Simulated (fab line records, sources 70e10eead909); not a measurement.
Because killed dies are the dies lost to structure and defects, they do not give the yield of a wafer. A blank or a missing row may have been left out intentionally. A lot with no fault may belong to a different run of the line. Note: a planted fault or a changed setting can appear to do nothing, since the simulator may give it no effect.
fab line records | flow nand_harc
record lots=5 | wafers=15 | last_day=31
route steps=1302 shown A_CHANNEL_HOLE_D1@484 A_CHANNEL_FILL_D1@490 END@1302
lots with no fault: from the same line, run without faults
start_h: the number of hours between the record's first day and the start of the first shown wafer of the lot | wait_h: hours elapsed since this lot's preceding step | " the same as in the row above | L1.1+2: one row covering several wafers at once | - no value, or no start was given | * or withheld: withheld | < > ~ a bound
route shown NAME@n: a module of which the file shows steps, and the number in the route of the first | usual: mean/standard deviation of fault-free wafers | same: alike in all rows | chamber/n: place in a boat | sites: each site's reading | _std_site: standard deviation across them | _edge_site: the outer-site mean with the inner-site mean subtracted | radius_mm: how far each site lies from the wafer's centre | mask NAME#n: copy n | behind: the tool/chamber that last shaped the wafer | hold: why the lot was held/for how many hours/how that ended | device: the transistor (n, p or np) that didn't switch | end of line: tests of these same wafers at the route's end | a step given without rows: its recipe and nothing more | killed: dies that structure and defects cost at the first sort, which is not the same as the wafer's yield | map: per-die view of a wafer (x killed, . not killed, _ where there is no die)
set.NAME: the setting the step ran with; set.NAME@STEP: the setting that earlier step ran with | model.NAME: the simulator's own value behind a step, which no gauge read
lots at some steps of the route; a table a step, a row a wafer
services: from which hour (start_h, from the record's first day; less than 0 if before it) a tool's chamber was out of use, for how many hours, and why
## steps
# step NHARC_A_CHANNEL_HOLE_D1_STRIP_27
# recipe o2_flow_sccm=500 | ar_flow_sccm=0 | bias_w=0 | chemistry=O2
# step NHARC_A_CHANNEL_HOLE_D1_PRECLEAN_28
# recipe time_s=* | temp_c=50 | bath_age_min=0 | chemistry=SC1
# step NHARC_A_CHANNEL_HOLE_D1_SRD_29
# step NHARC_A_CHANNEL_HOLE_D1_CD_MEAS_30
# usual cd_nm=90.3/1.5
lot.wafer | tool      | chamber | start_h | wait_h | cd_nm
L311.1    | cd_sem-01 | -       | 215.44  | -      | 90.0
L311.3    | "         | -       | "       | "      | 92.1
L311.5    | "         | -       | "       | "      | 92.1
L313.1    | cd_sem-03 | -       | 242.78  | -      | 91.5
L313.3    | "         | -       | "       | "      | 90.4
L313.4    | "         | -       | "       | "      | 91.9
L316.2    | cd_sem-02 | -       | 272.16  | -      | 91.4
L316.3    | "         | -       | "       | "      | 90.6
L316.4    | "         | -       | "       | "      | 88.7
L318.2    | cd_sem-03 | -       | 277.51  | -      | 93.4
L318.4    | "         | -       | "       | "      | 93.4
L318.6    | "         | -       | "       | "      | 92.8
L327.1    | cd_sem-01 | -       | 371.05  | 0.1    | 91.2
L327.3    | "         | -       | "       | "      | 89.9
L327.6    | "         | -       | "       | "      | 89.8
# step NHARC_A_CHANNEL_HOLE_D1_XSEM_31
# recipe landing_energy_ev=35000
# usual bot_cd_nm=74.8/1.6 | bow_nm=8.53/0.23 | tilt_deg=0.08/0.043
lot.wafer | tool    | chamber | start_h | wait_h | bot_cd_nm | bow_nm | tilt_deg
L311.1    | xsem-01 | 0       | 215.53  | 0.1    | 73.5      | 8.99   | 0.07
L311.3    | "       | 0       | "       | "      | 75.8      | 8.93   | 0.07
L311.5    | "       | 0       | "       | "      | 75.5      | 8.94   | 0.07
L313.1    | xsem-01 | 0       | 242.86  | 0.1    | 76.2      | 8.67   | 0.14
L313.3    | "       | 0       | "       | "      | 73.9      | 8.60   | 0.14
L313.4    | "       | 0       | "       | "      | 76.5      | 8.65   | 0.14
L316.2    | xsem-01 | 0       | 272.24  | 0.1    | 76.8      | 8.66   | 0.06
L316.3    | "       | 0       | "       | "      | 75.2      | 8.62   | 0.06
L316.4    | "       | 0       | "       | "      | 73.5      | 8.61   | 0.06
L318.2    | xsem-01 | 0       | 277.59  | 0.1    | 77.5      | 8.22   | 0.08
L318.4    | "       | 0       | "       | "      | 78.5      | 8.21   | 0.08
L318.6    | "       | 0       | "       | "      | 76.9      | 8.16   | 0.08
L327.1    | xsem-01 | 0       | 371.14  | 0.1    | 74.7      | 8.35   | 0.04
L327.3    | "       | 0       | "       | "      | 73.2      | 8.45   | 0.03
L327.6    | "       | 0       | "       | "      | 73.5      | 8.27   | 0.04
# step NHARC_A_CHANNEL_HOLE_D1_INSPECT_40
# usual raw_defect_count=73/31
lot.wafer | tool              | chamber | start_h | wait_h | raw_defect_count
L311.1    | defect_inspect-01 | -       | 215.62  | -      | 110
L311.3    | "                 | -       | "       | "      | 110
L311.5    | "                 | -       | "       | "      | 88
L313.1    | defect_inspect-01 | -       | 242.96  | -      | 112
L313.3    | "                 | -       | "       | "      | 96
L313.4    | "                 | -       | "       | "      | 85
L316.2    | defect_inspect-01 | -       | 272.35  | -      | 58
L316.3    | "                 | -       | "       | "      | 42
L316.4    | "                 | -       | "       | "      | 48
L318.2    | defect_inspect-01 | -       | 277.69  | -      | 43
L318.4    | "                 | -       | "       | "      | 49
L318.6    | "                 | -       | "       | "      | 53
L327.1    | defect_inspect-01 | -       | 371.24  | -      | 42
L327.3    | "                 | -       | "       | "      | 47
L327.6    | "                 | -       | "       | "      | 36
# step NHARC_A_CHANNEL_FILL_D1_PRECLEAN_00
# recipe time_s=* | temp_c=50 | bath_age_min=0 | chemistry=SC1
# step NHARC_A_CHANNEL_FILL_D1_SRD_01
# step NHARC_A_CHANNEL_FILL_D1_ALD_02
# recipe target_thk_a=60 | pulse_time_s=10 | ald_cycles=60 | temp_c=300 | material=SiO2
# usual ald_cycles=60/0 | heater_power_w=450/37 | precursor_pulse_height_rel=1.000/0.021
lot.wafer | tool      | chamber | start_h | wait_h | ald_cycles | heater_power_w | precursor_pulse_height_rel
L311.1    | ald_hk-01 | 3       | 215.97  | -      | 60         | 403            | 0.980
L311.3    | "         | 0       | "       | "      | 60         | 448            | 1.008
L311.5    | "         | 1       | "       | "      | 60         | 413            | 1.000
L313.3    | ald_hk-02 | 1       | 243.23  | -      | 60         | 524            | 0.975
L313.4    | "         | 2       | "       | "      | 60         | 465            | 1.028
L313.1    | "         | 3       | "       | "      | 60         | 444            | 1.025
L316.2    | ald_hk-01 | 2       | 272.55  | -      | 60         | 428            | 0.943
L316.3    | "         | 3       | "       | "      | 60         | 398            | 1.001
L316.4    | "         | 1       | "       | "      | 60         | 420            | 1.017
L318.4    | ald_hk-03 | 1       | 278.20  | -      | 60         | 470            | 1.007
L318.2    | "         | 3       | "       | "      | 60         | 480            | 1.001
L318.6    | "         | 1       | "       | "      | 60         | 474            | 1.003
L327.3    | ald_hk-03 | 2       | 371.50  | -      | 60         | 482            | 1.019
L327.1    | "         | 0       | "       | "      | 60         | 387            | 1.030
L327.6    | "         | 2       | "       | "      | 60         | 495            | 0.975
# step NHARC_A_CHANNEL_FILL_D1_ALD_03
# recipe target_thk_a=60 | pulse_time_s=60 | ald_cycles=58 | temp_c=630 | pressure_torr=2 | material=SiNx
# usual ald_cycles=58/0 | chamber_pressure_Torr=2.000/0.0048 | precursor_pulse_height_rel=1.000/0.021
lot.wafer | tool             | chamber | start_h | wait_h | ald_cycles | chamber_pressure_Torr | precursor_pulse_height_rel
L311.1    | ald_sin_batch-01 | 0       | -       | -      | 58         | 2.002                 | 1.015
L311.3    | "                | 0       | "       | "      | 58         | 2.004                 | 1.001
L311.5    | "                | 0       | "       | "      | 58         | 1.999                 | 0.989
L313.1    | ald_sin_batch-02 | 0       | -       | -      | 58         | 1.995                 | 1.032
L313.3    | "                | 0       | "       | "      | 58         | 1.992                 | 1.012
L313.4    | "                | 0       | "       | "      | 58         | 1.991                 | 1.018
L316.2    | ald_sin_batch-01 | 0       | -       | -      | 58         | 2.003                 | 1.017
L316.3    | "                | 0       | "       | "      | 58         | 2.003                 | 0.993
L316.4    | "                | 0       | "       | "      | 58         | 1.998                 | 0.987
L318.2    | ald_sin_batch-01 | 0       | -       | -      | 58         | 2.004                 | 1.007
L318.4    | "                | 0       | "       | "      | 58         | 1.999                 | 0.993
L318.6    | "                | 0       | "       | "      | 58         | 1.999                 | 1.020
L327.1    | ald_sin_batch-03 | 0       | -       | -      | 58         | 2.006                 | 1.025
L327.3    | "                | 0       | "       | "      | 58         | 1.998                 | 0.985
L327.6    | "                | 0       | "       | "      | 58         | 2.002                 | 1.017
# step NHARC_A_CHANNEL_FILL_D1_ALD_14
# recipe target_thk_a=25 | pulse_time_s=10 | ald_cycles=25 | temp_c=300 | material=SiO2
# usual ald_cycles=25/0 | heater_power_w=446/39 | precursor_pulse_height_rel=0.998/0.02
lot.wafer | tool      | chamber | start_h | wait_h | ald_cycles | heater_power_w | precursor_pulse_height_rel
L311.1    | ald_hk-01 | 0       | 222.88  | 0.0    | 25         | 448            | 1.013
L311.3    | "         | 1       | "       | "      | 25         | 426            | 1.000
L311.5    | "         | 0       | "       | "      | 25         | 437            | 0.977
L313.3    | ald_hk-01 | 0       | 250.19  | 0.1    | 25         | 444            | 1.051
L313.1    | "         | 1       | "       | "      | 25         | 430            | 1.032
L313.4    | "         | 2       | "       | "      | 25         | 432            | 1.018
L316.4    | ald_hk-03 | 2       | 277.91  | 0.4    | 25         | 481            | 1.028
L316.3    | "         | 3       | "       | "      | 25         | 465            | 0.987
L316.2    | "         | 0       | "       | "      | 25         | 382            | 1.012
L318.4    | ald_hk-01 | 1       | 284.33  | 0.1    | 25         | 433            | 1.019
L318.2    | "         | 3       | "       | "      | 25         | 412            | 0.991
L318.6    | "         | 2       | "       | "      | 25         | 429            | 1.009
L327.1    | ald_hk-01 | 1       | 378.44  | 0.1    | 25         | 433            | 1.010
L327.3    | "         | 3       | "       | "      | 25         | 403            | 1.015
L327.6    | "         | 1       | "       | "      | 25         | 441            | 1.017
# step NHARC_A_CHANNEL_FILL_D1_ALD_15
# recipe target_thk_a=20 | pulse_time_s=60 | ald_cycles=19 | temp_c=630 | pressure_torr=2 | material=SiNx
# usual ald_cycles=19/0 | chamber_pressure_Torr=1.999/0.0048 | precursor_pulse_height_rel=0.999/0.022
lot.wafer | tool             | chamber | start_h | wait_h | ald_cycles | chamber_pressure_Torr | precursor_pulse_height_rel
L311.1    | ald_sin_batch-01 | 0       | -       | -      | 19         | 2.000                 | 1.021
L311.3    | "                | 0       | "       | "      | 19         | 1.997                 | 1.019
L311.5    | "                | 0       | "       | "      | 19         | 2.002                 | 0.990
L313.1    | ald_sin_batch-02 | 0       | -       | -      | 19         | 1.994                 | 0.994
L313.3    | "                | 0       | "       | "      | 19         | 2.003                 | 1.011
L313.4    | "                | 0       | "       | "      | 19         | 2.001                 | 1.016
L316.2    | ald_sin_batch-03 | 0       | -       | -      | 19         | 1.994                 | 0.991
L316.3    | "                | 0       | "       | "      | 19         | 1.988                 | 0.961
L316.4    | "                | 0       | "       | "      | 19         | 1.998                 | 0.977
L318.2    | ald_sin_batch-03 | 0       | -       | -      | 19         | 2.006                 | 0.986
L318.4    | "                | 0       | "       | "      | 19         | 1.995                 | 1.006
L318.6    | "                | 0       | "       | "      | 19         | 2.003                 | 1.015
L327.1    | ald_sin_batch-02 | 0       | -       | -      | 19         | 2.003                 | 1.002
L327.3    | "                | 0       | "       | "      | 19         | 1.995                 | 0.988
L327.6    | "                | 0       | "       | "      | 19         | 2.004                 | 0.982
# step NHARC_A_CHANNEL_FILL_D1_ALD_16
# recipe target_thk_a=15 | pulse_time_s=10 | ald_cycles=15 | temp_c=300 | material=SiO2
# usual ald_cycles=15/0 | heater_power_w=455/39 | precursor_pulse_height_rel=1.001/0.02
lot.wafer | tool      | chamber | start_h | wait_h | ald_cycles | heater_power_w | precursor_pulse_height_rel
L311.3    | ald_hk-01 | 2       | 228.07  | 0.0    | 15         | 421            | 1.047
L311.1    | "         | 1       | "       | "      | 15         | 427            | 0.983
L311.5    | "         | 3       | "       | "      | 15         | 389            | 1.001
L313.1    | ald_hk-02 | 3       | 256.59  | 1.3    | 15         | 447            | 0.985
L313.4    | "         | 0       | "       | "      | 15         | 481            | 1.002
L313.3    | "         | 1       | "       | "      | 15         | 520            | 0.985
L316.4    | ald_hk-02 | 3       | 283.03  | 0.2    | 24         | 435            | 1.003
L316.2    | "         | 0       | "       | "      | 15         | 476            | 0.957
L316.3    | "         | 1       | "       | "      | 15         | 539            | 1.028
L318.4    | ald_hk-01 | 1       | 289.46  | 0.1    | 15         | 435            | 1.005
L318.2    | "         | 3       | "       | "      | 15         | 392            | 1.020
L318.6    | "         | 0       | "       | "      | 15         | 444            | 0.998
L327.1    | ald_hk-01 | 0       | 383.58  | 0.0    | 15         | 434            | 0.995
L327.3    | "         | 1       | "       | "      | 15         | 430            | 1.012
L327.6    | "         | 1       | "       | "      | 15         | 419            | 0.992
# step NHARC_A_CHANNEL_FILL_D1_ANNEAL_17
# recipe temp_c=850 | time_s=1800
# step NHARC_END_SORT_01
# recipe temp_c=25
# usual killed_at_array=41/10 | killed_at_other=0.8/0.91 | killed_at_periphery=4.2/2.9 | killed_dies=46/10 | killed_open=3.5/2.1 | killed_short=2.5/1.6
# same gross_dies=677
lot.wafer | tool      | chamber | start_h | wait_h | killed_at_array | killed_at_other | killed_at_periphery | killed_dies | killed_open | killed_short
L318.2    | prober-02 | 0       | 649.80  | 2.8    | 33              | 3               | 12                  | 48          | 4           | 2
L318.4    | prober-02 | 0       | 651.41  | 3.4    | 20              | 0               | 9                   | 29          | 3           | 5
L318.6    | prober-02 | 0       | 653.02  | 4.0    | 18              | 1               | 6                   | 25          | 2           | 3
# killed by level:class
L318.2 A_CHANNEL_HOLE_D2:chamber_film_flake=14 P_M0:chamber_film_flake=7 A_CHANNEL_HOLE_D1:chamber_film_flake=4 A_CHANNEL_FILL_D1:chamber_film_flake=4 P_BONDPAD:chamber_film_flake=3 THIN_TSV:chamber_film_flake=3 A_ONON_D2:geometric_particle:short=2 P_ZERO_WELL:chamber_film_flake=2
L318.4 A_CHANNEL_HOLE_D2:chamber_film_flake=6 P_M0:chamber_film_flake=3 P_BONDPAD:chamber_film_flake=3 A_CHANNEL_FILL_D1:geometric_particle:open=2 P_ZERO_WELL:chamber_film_flake=2 A_CHANNEL_HOLE_D1:chamber_film_flake=2 A_M1:chamber_film_flake=2 P_M0:geometric_particle:short=1
L318.6 A_CHANNEL_HOLE_D2:chamber_film_flake=7 A_CHANNEL_FILL_D2:geometric_particle:open=2 A_CHANNEL_FILL_D2:geometric_particle:short=2 P_M0:chamber_film_flake=2 P_BONDPAD:chamber_film_flake=2 A_DECK1_JOINT:chamber_film_flake=2 A_CHANNEL_FILL_D1:geometric_particle:short=1 P_STI:chamber_film_flake=1
## services
tool             | chamber | start_h | hours | kind
ald_hk-03        | -       | 215.12  | 10.0  | pm
ald_hk-03        | 0       | 215.12  | 10.0  | vent_cycle
ald_hk-03        | 1       | 215.12  | 10.0  | vent_cycle
ald_hk-03        | 2       | 215.12  | 10.0  | vent_cycle
ald_hk-03        | 3       | 215.12  | 10.0  | vent_cycle
ald_hk-03        | 0       | 225.12  | -     | clean
ald_hk-03        | 1       | 225.12  | -     | clean
ald_hk-03        | 2       | 225.12  | -     | clean
ald_hk-03        | 3       | 225.12  | -     | clean
ald_hk-03        | -       | 230.57  | 0.2   | repair
ald_sin_batch-01 | -       | 258.63  | 5.4   | repair
ald_sin_batch-02 | -       | 266.04  | 26.0  | pm
ald_hk-01        | -       | 297.21  | 10.0  | pm
ald_hk-01        | 0       | 297.21  | 10.0  | vent_cycle
ald_hk-01        | 1       | 297.21  | 10.0  | vent_cycle
ald_hk-01        | 2       | 297.21  | 10.0  | vent_cycle
ald_hk-01        | 3       | 297.21  | 10.0  | vent_cycle
ald_hk-01        | 0       | 307.21  | -     | clean
ald_hk-01        | 1       | 307.21  | -     | clean
ald_hk-01        | 2       | 307.21  | -     | clean
ald_hk-01        | 3       | 307.21  | -     | clean
ald_hk-02        | -       | 348.06  | 10.0  | pm
ald_hk-02        | 0       | 348.06  | 10.0  | vent_cycle
xsem-01          | -       | 374.00  | 14.0  | pm
## key
first_sign step=NHARC_A_CHANNEL_FILL_D1_ALD_16 | reading=ald_cycles | direction=up | sigmas=99+ | usual=15 | struck=24
effect none on later readings
met_at NHARC_A_CHANNEL_FILL_D1_ALD_16
struck_wafers L316.4
tester_left_out L316
onset_between 256.59 283.03
fault kind=process_parameter_drift | tool=ald_hk-02 | chamber=- | onset_h=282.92 | steps=NHARC_A_CHANNEL_FILL_D1_ALD_16 | channel=ald_cycles | offset=9 | shape=step | end_h=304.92 | scope=struck_wafers_only | acts_in=these_recipes_only | stated=15
# tester_left_out: of these lots the tester's yield and bins aren't shown, on N5 and GAA mostly nor the transistor test; their killed dies are dies lost to structure and defects alone, not to doping, threshold or leakage, so they don't give the yield
